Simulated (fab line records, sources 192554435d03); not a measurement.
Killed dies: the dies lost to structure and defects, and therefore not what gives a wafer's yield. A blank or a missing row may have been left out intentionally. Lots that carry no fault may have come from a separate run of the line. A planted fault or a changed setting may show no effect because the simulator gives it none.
Chamber matching	flow n5-finfet	rie-diel-04 running N5_HKMG_FIN_STRIP_89: 4 sister chambers
The step strips SOC in N2/H2, time 20 s. 4 wafers are shown with their chamber, then 9 later ones without.

WAFERS, EACH WITH ITS CHAMBER
wafer	chamber	drypump-motor-current-A (A)
L091.2	0	6.1
L091.3	3	5.2
L092.2	1	5.6
L092.5	2	5.2

WAFERS WITHOUT THEIR CHAMBER
wafer	drypump-motor-current-A (A)
L093.1	5.2
L093.4	5.1
L093.5	5.2
L094.1	5.6
L094.5	5.1
L094.6	6.1
L095.4	6.1
L095.5	5.1
L095.6	6.1

WHICH CHAMBER EACH WENT THROUGH
wafer	from the rows above	in truth
L093.1	can't be placed: 2 or 3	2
L093.4	can't be placed: 2 or 3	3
L093.5	can't be placed: 2 or 3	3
L094.1	1	1
L094.5	can't be placed: 2 or 3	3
L094.6	0	0
L095.4	0	0
L095.5	can't be placed: 2 or 3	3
L095.6	0	0
Correctly placed: 4 of 9. Not placeable from these rows: 5 (in 5, the candidates include the true chamber). 0 placed wrongly.
How it was worked out, from the rows above alone: a wafer's distance from a chamber is the root of the sum, over the readings, of the square of ((its reading less the chamber's mean) divided by the reading's scatter). If the next closest chamber is less than 2 further off than the closest, the wafer can't be placed; otherwise it belongs to the closest. The mean given for a chamber averages the wafers shown for that chamber. The scatter: root of mean squared gap, hidden wafer to nearest shown wafer, with one shown wafer a chamber.
